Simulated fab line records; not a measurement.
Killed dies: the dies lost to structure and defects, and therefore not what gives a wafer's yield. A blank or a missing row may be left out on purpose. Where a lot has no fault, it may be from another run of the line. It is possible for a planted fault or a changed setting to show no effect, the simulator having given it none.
A struck lot beside a sound one    flow n5-finfet    15 out of 1938 route steps
Sound: wafers L391.1, L391.3, L391.4. Struck: wafers L400.2, L400.3, L400.5. The cause comes at the end.
Each step with rows lists, per side, the tool, then ch with its chambers, then its first start. Under that, the readings that differ: sound wafers    struck wafers    difference of the means    sigmas: that difference in standard deviations of wafers without a fault.
alike: readings whose means differ by less than 2 such deviations, and words and numbers that are the same on both sides. not compared: withheld readings, readings that some wafer has no value for, bounds like >300 that may hide the same value, and numbers for which the record gives no deviation and whose values overlap.
Wherever a step has rows on one side only, a row that says differs or no value, or a row with sigmas, the two part there. Numbers that have no deviation but don't overlap get no sigmas and don't part them. Lack of a reading on every wafer of one side parts them only where that side has two or more wafers.

N5_MOL_CONTACT_COAG_ETCH_48: etches SiOC in C4F6/O2, target depth 15 nm, overetch 4.5 nm, time 17 s.
  sound on rie-diel-01 ch 0,1,3, day 5 05:28; struck on rie-diel-01 ch 1,3, day 8 01:25
  alike: drypump-motor-current-A, oes_o_777_au, oes-product-au, rf-vpp-V, showerhead-plenum-p-Torr, throttle-valve-pct
  not compared: rf-hours-counter-h
N5_MOL_CONTACT_COAG_STRIP_72: strips in N2/H2.
  sound on rie-diel-01 ch 0,1,3, day 5 05:31; struck on rie-diel-01 ch 1,3, day 8 01:28
  alike: drypump-motor-current-A, oes-product-au, rf-vpp-V, showerhead-plenum-p-Torr, throttle-valve-pct
  not compared: rf-hours-counter-h
N5_MOL_CONTACT_COAG_STRIP_49: strips in N2/H2, time 30 s.
  sound on plasma-asher-02 ch 0,1, day 5 05:37; struck on plasma-asher-02 ch 1, day 8 01:32
  alike: drypump-motor-current-A, heater-power-w
  not compared: rf-hours-counter-h
then, 2 steps without rows for these wafers: N5_MOL_CONTACT_COAG_PRECLEAN_138 (cleans in alkaline clean, time 60 s); N5_MOL_CONTACT_COAG_SRD_139 (time 30 s).
N5_MOL_CONTACT_COAG_CD_MEAS_101: target cd 16 nm.
  sound on cd-sem-01, day 5 05:46; struck on cd-sem-02, day 8 01:41
  alike: cd-nm
after that, 1 step had no rows for these wafers: N5_MOL_CONTACT_COAG_PRE_CLEAN_121.
N5_MOL_CONTACT_COAG_CVD_140: deposits W, target thk 66.5 nm, time 215 s.
  sound on cvd-w-02 ch 0,1, day 5 05:53; struck on cvd-w-01 ch 0,1, day 8 01:49
  alike: heater-power-w
then, 2 steps without rows for these wafers: N5_MOL_CONTACT_COAG_PRECLEAN_127 (cleans in DIW, time 57.5 s); N5_MOL_CONTACT_COAG_SRD_128 (dry time 32 s).
N5_MOL_CONTACT_COAG_CMP_52: polishes, stops on SiO2, t overpolish 1.5 s, target thk 66.5 nm.
  sound on cmp-03 ch 0,2,3, day 5 06:13; struck on cmp-01 ch 0,2, day 8 02:12
  alike: head-pressure-psi, motor-current-A, overpolish-run-s, time-to-endpoint-s
N5_MOL_CONTACT_COAG_THK_MEAS_53:
  sound on film-metro-02, day 5 06:30; struck on film-metro-02, day 8 02:29
  alike: VIA_MOL_THK
N5_MOL_CONTACT_COAG_ANNEAL_112: time 1800 s.
  sound on hp-anneal-01 ch 0, day 5 06:32; struck on hp-anneal-01 ch 0, day 8 05:17
reading                    sound                 struck                difference  sigmas
spike-tc-bottom-C (C)      422.1 421.1 421.1     408.5 408.0 408.5     -13.1       -13
spike-tc-centre-C (C)      404.0 401.4 401.7     390.7 390.2 390.2     -12.0       -12
spike-tc-lower-C (C)       399.0 397.3 398.4     387.8 386.6 387.1     -11.1       -12
spike-tc-top-C (C)         430.1 429.5 431.1     417.9 417.7 420.8     -11.4       -11
spike-tc-upper-C (C)       398.2 400.1 396.5     385.7 387.0 387.2     -11.6       -11
wafer_temp_C_max           400.74 401.29 400.69  389.51 389.79 389.14  -11.43      -38
zone-power-bottom-pct (%)  11.47 11.38 11.38     10.91 10.84 11.08     -0.47       -5
zone-power-centre-pct (%)  9.57 9.62 9.48        9.30 9.21 9.27        -0.30       -3
zone-power-lower-pct (%)   8.52 8.63 8.68        8.15 8.24 8.10        -0.45       -5
zone-power-top-pct (%)     21.73 21.74 21.97     20.89 20.95 20.38     -1.07       -5
zone-power-upper-pct (%)   9.44 9.09 9.00        8.70 8.73 8.77        -0.44       -5
N5_MOL_CONTACT_COAG_INSPECT_97: inspects for defects (darkfield).
  sound on defect-inspect-02, day 5 09:34; struck on defect-inspect-01, day 8 08:20
  alike: raw-defect-count
-- record jumps: 4 days separate the struck wafers' starts on either side; left off in module MOL_CONTACT_COAG, taken up again in module BEOL_M4, whose first shown step is the route's number 1111 --
N5_BEOL_M4_RC_MEAS_101:
  sound on prober-02 ch 0, day 8 15:39; struck on prober-02 ch 0, day 12 01:27
reading        sound        struck       difference  sigmas
ION_P (uA/um)  464 467 469  450 454 453  -14         -2
  alike: DIBL_N, DIBL_P, IOFF_N, IOFF_P, ION_N, SS_N, SS_P, VT_N, VT_P

WHERE THEY PART
At N5_MOL_CONTACT_COAG_ANNEAL_112 first; at N5_BEOL_M4_RC_MEAS_101 last (within this record only).

WHY: what the simulator had put in
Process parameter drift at N5_MOL_CONTACT_COAG_ANNEAL_112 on hp-anneal-01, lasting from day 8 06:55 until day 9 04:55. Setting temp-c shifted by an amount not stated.
